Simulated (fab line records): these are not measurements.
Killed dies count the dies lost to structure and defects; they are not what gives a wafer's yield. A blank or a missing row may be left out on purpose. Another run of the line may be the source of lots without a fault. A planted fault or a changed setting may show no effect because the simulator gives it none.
Chamber matching -- flow n5-finfet -- rie-diel-02 running N5_BEOL_M6_STRIP_36: 4 sister chambers
The step strips in N2/H2. 22 wafers are shown with their chamber, then 11 later ones without.

## WAFERS WITH THEIR CHAMBER
wafer,chamber,showerhead-plenum-p-Torr (Torr),drypump-motor-current-A (A),oes-product-au (a.u.)
L076.2,2,2.66,6.1,0.77
L076.4,0,2.71,5.5,0.94
L076.5,2,2.66,6.1,0.78
L079.1,2,2.65,6.2,0.76
L079.3,3,2.43,5.9,0.73
L079.5,3,2.43,5.9,0.74
L084.1,1,2.61,6.5,0.69
L084.3,2,2.65,6.1,0.77
L084.6,3,2.43,5.9,0.74
L087.1,3,2.43,5.9,0.71
L087.4,2,2.65,6.1,0.75
L087.5,1,2.61,6.5,0.68
L088.2,0,2.70,5.5,0.91
L088.3,2,2.65,6.1,0.76
L088.5,2,2.65,6.1,0.76
L090.1,3,2.43,5.9,0.72
L090.2,2,2.65,6.1,0.75
L090.3,0,2.70,5.5,0.90
L089.1,3,2.43,5.8,0.73
L089.2,0,2.70,5.5,0.91
L089.4,0,2.70,5.5,0.89
L091.3,0,2.70,5.5,0.90

SIGNATURES (averages over the wafers above)
reading,chamber 0,chamber 1,chamber 2,chamber 3,scatter within a chamber
showerhead-plenum-p-Torr,2.7017,2.6100,2.6525,2.4300,0.0036
drypump-motor-current-A,5.500,6.500,6.112,5.883,0.0308
oes-product-au,0.9083,0.6850,0.7625,0.7283,0.0128
Rule: a wafer's distance from a chamber is the root of the sum, over the readings, of the square of ((its reading less the chamber's mean) divided by the reading's scatter). The wafer belongs to the nearest chamber; if the next one is less than 2 further off, it can't be placed. How the scatter is found: for the shown wafers, subtract from each reading the mean of its chamber, square and add these, divide the total by (wafers less chambers), then take the root.

## WAFERS MISSING THEIR CHAMBER
wafer,showerhead-plenum-p-Torr (Torr),drypump-motor-current-A (A),oes-product-au (a.u.)
L091.4,2.42,5.9,0.72
L091.6,2.64,6.1,0.74
L093.1,2.64,6.1,0.75
L093.4,2.69,5.5,0.87
L093.6,2.61,6.5,0.96
L094.1,2.61,6.5,0.93
L094.2,2.42,5.9,0.71
L094.3,2.69,5.5,0.87
L096.1,2.69,5.5,0.88
L096.3,2.64,6.1,0.73
L096.4,2.61,6.5,0.94

## WHICH CHAMBER EACH ONE RAN IN
wafer,from the rows above,in truth
L091.4,3,3
L091.6,2,2
L093.1,2,2
L093.4,0,0
L093.6,can't be placed: 1 or 2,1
L094.1,1,1
L094.2,3,3
L094.3,0,0
L096.1,0,0
L096.3,2,2
L096.4,1,1
Placed correctly: 10 of 11. From these rows, 1 cannot be placed; in 1 the true chamber is one of the candidates. Number placed wrongly: 0.
